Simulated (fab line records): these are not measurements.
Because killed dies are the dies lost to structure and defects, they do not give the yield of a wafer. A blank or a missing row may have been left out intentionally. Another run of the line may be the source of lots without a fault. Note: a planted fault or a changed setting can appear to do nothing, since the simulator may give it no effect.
A single fault, viewed from 2 desks -- flow n5Finfet -- every desk sees just its own numbers, and what lay behind them comes last

## AT THE METROLOGY DESK
Means of the sampled wafers that have a number, per lot and without regard to the tool the lot ran on: this is what the gauges read. The brackets show how far a lot's mean lies from the usual mean; more than 4 standard deviations puts the lot out of limits, marked OUT. It has 10 readings; the 7 that lie furthest out on some lot are the ones shown.
Columns: A = DIBL_N at N5_BEOL_M4_RC_MEAS_101, usual 35.9 mV/V; B = IOFF_P at N5_BEOL_M4_RC_MEAS_101, usual 0.204 nA/um; C = ION_N at N5_BEOL_M4_RC_MEAS_101, usual 673 uA/um; D = ION_P at N5_BEOL_M4_RC_MEAS_101, usual 462 uA/um; E = SS_P at N5_BEOL_M4_RC_MEAS_101, usual 73.2 mV/dec; F = VT_N at N5_BEOL_M4_RC_MEAS_101, usual 250.3 mV; G = VT_P at N5_BEOL_M4_RC_MEAS_101, usual -250.6 mV
lot,first seen here,A,B,C,D,E,F,G
L765,day 8 12:53,36.5,0.188,664,458,72.7,252.5,-252.3
L767,day 8 20:23,33.7,0.195,667,463,72.6,250.6,-250.3
L768,day 9 18:23,35.9,0.192,679,458,73.5,250.0,-253.1
L773,day 10 22:23,36.8,0.221,684,468,73.7,245.9,-249.2
L772,day 11 00:04,34.8,0.176,673,461,72.9,253.3,-252.7
L778,day 12 10:53,37.1,0.251,680,474,73.0,248.1,-243.8
L783,day 13 14:14,34.7,0.203,676,468,73.3,251.6,-251.3
L784,day 13 17:34,36.2,0.225,682,469,72.8,246.8,-248.2
L786,day 14 01:35,35.1,0.171,670,455,73.3,253.8,-255.0
Finding of this desk: none of the 9 lots has anything out of limits.

## FOR THE TOOL OWNER'S DESK: rieDiel-01
The tool's own readings at N5_BEOL_M0_SAQP_ETCH_83 (etches SiARC in CF4, target depth 39 nm, time 65 s): means of the sampled wafers that have a number, for each lot that ran on this tool. The brackets show how far a lot's mean lies from the usual mean; more than 4 standard deviations puts the lot out of limits, marked OUT.
Columns: A = drypumpMotorCurrentA at N5_BEOL_M0_SAQP_ETCH_83, usual 5.49 A; B = etchRfOnTimeS at N5_BEOL_M0_SAQP_ETCH_83, usual 64.8 s; C = oesProductAu at N5_BEOL_M0_SAQP_ETCH_83, usual 0.66 a.u.; D = rfVppV at N5_BEOL_M0_SAQP_ETCH_83, usual 183.8 V; E = showerheadPlenumPTorr at N5_BEOL_M0_SAQP_ETCH_83, usual 2.12 Torr; F = throttleValvePct at N5_BEOL_M0_SAQP_ETCH_83, usual 15.60 %
lot,first seen here,A,B,C,D,E,F
L767,day 6 03:14,5.25,64.2,0.69,184.5,2.18,15.69
L768,day 6 06:48,5.47,64.0,0.68,183.8,2.11,15.44
L772,day 7 12:59,5.68,53.3 (-13) OUT,0.74,183.7,2.09,15.48
L773,day 7 16:35,5.63,56.8 (-9.1) OUT,0.68,184.4,2.16,15.73
L778,day 8 21:33,5.63,48.5 (-18) OUT,0.72,183.8,2.16,15.76
Finding of this desk: L772, L773, L778 out of limits; the first was L772 at day 7 12:59, on etchRfOnTimeS at N5_BEOL_M0_SAQP_ETCH_83. In limits: L767, L768.

## PUT TOGETHER
On L772, L773, L778, at day 7 12:59, an alarm was possible from the tool owner's desk.
The metrology desk saw nothing out of limits.
The metrology desk holds a record of L772, L773, L778, inside its limits.
On rieDiel-01, each named lot ran N5_BEOL_M0_SAQP_ETCH_83.

## WHAT THE SIMULATOR HAD PUT IN
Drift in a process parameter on rieDiel-01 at N5_BEOL_M0_SAQP_ETCH_83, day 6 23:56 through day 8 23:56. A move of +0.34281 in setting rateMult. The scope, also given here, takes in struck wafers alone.
Struck lots among those shown: L772, L773, L778.
Time in hours from fault onset to the first out-of-limits reading at each desk: the tool owner's desk, 13.
